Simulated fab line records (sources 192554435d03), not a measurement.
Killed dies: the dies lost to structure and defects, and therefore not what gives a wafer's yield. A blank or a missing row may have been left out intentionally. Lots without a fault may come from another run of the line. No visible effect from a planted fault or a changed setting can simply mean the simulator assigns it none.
Matching of chambers	flow n5-finfet	N5_BEOL_M5_ETCH_68 on rie-diel-02: 4 sister chambers
The step etches SOC in N2/H2, target depth 80 nm, overetch 16 nm, time 120 s. 18 wafers are shown with their chamber, then 9 later ones without.

WAFERS WITH THEIR CHAMBER
wafer	chamber	showerhead-plenum-p-Torr (Torr)	oes-product-au (a.u.)	throttle-valve-pct (%)
L074.3	1	2.49	0.71	17.86
L074.5	2	2.70	0.66	17.83
L074.6	3	2.51	0.70	17.95
L076.4	0	2.53	0.55	18.07
L076.5	1	2.49	0.70	17.88
L076.6	0	2.53	0.55	18.07
L077.2	3	2.50	0.68	18.01
L077.5	1	2.49	0.69	17.89
L077.6	0	2.53	0.54	18.06
L078.1	1	2.49	0.69	17.88
L078.2	2	2.70	0.66	17.83
L078.3	0	2.53	0.55	18.08
L078.4	3	2.50	0.68	18.01
L078.5	0	2.53	0.55	18.10
L078.6	3	2.50	0.68	18.00
L080.2	2	2.70	0.65	17.83
L080.5	2	2.70	0.66	17.83
L080.6	3	2.50	0.69	18.00

SIGNATURES (means of the wafers above)
reading	chamber 0	chamber 1	chamber 2	chamber 3	scatter within a chamber
showerhead-plenum-p-Torr	2.5300	2.4900	2.7000	2.5020	0.00239
oes-product-au	0.5480	0.6975	0.6575	0.6860	0.00732
throttle-valve-pct	18.0760	17.8775	17.8300	17.9940	0.0167
Rule: a wafer lies at a distance from a chamber equal to the root of the sum of squares, over the readings, of (its reading less the chamber's mean, divided by the reading's scatter). The wafer belongs to the nearest chamber; if the next one is less than 2 further off, it can't be placed. How the scatter is found: for the shown wafers, subtract from each reading the mean of its chamber, square and add these, divide the total by (wafers less chambers), then take the root.

WAFERS WITHOUT THEIR CHAMBER
wafer	showerhead-plenum-p-Torr (Torr)	oes-product-au (a.u.)	throttle-valve-pct (%)
L084.2	2.48	0.68	17.90
L084.3	2.52	0.54	18.10
L084.5	2.48	0.68	17.88
L090.1	2.52	0.53	18.11
L090.3	2.50	0.66	18.02
L090.4	2.69	0.63	17.88
L092.1	2.48	0.66	17.91
L092.4	2.69	0.63	17.86
L092.6	2.52	0.53	18.13

WHICH CHAMBER EACH ONE RAN IN
wafer	from the rows above	in truth
L084.2	1	1
L084.3	0	0
L084.5	1	1
L090.1	0	0
L090.3	3	3
L090.4	2	2
L092.1	1	1
L092.4	2	2
L092.6	0	0
Placed correctly: 9 of 9. Not placeable from these rows: 0. Placed wrongly: 0.
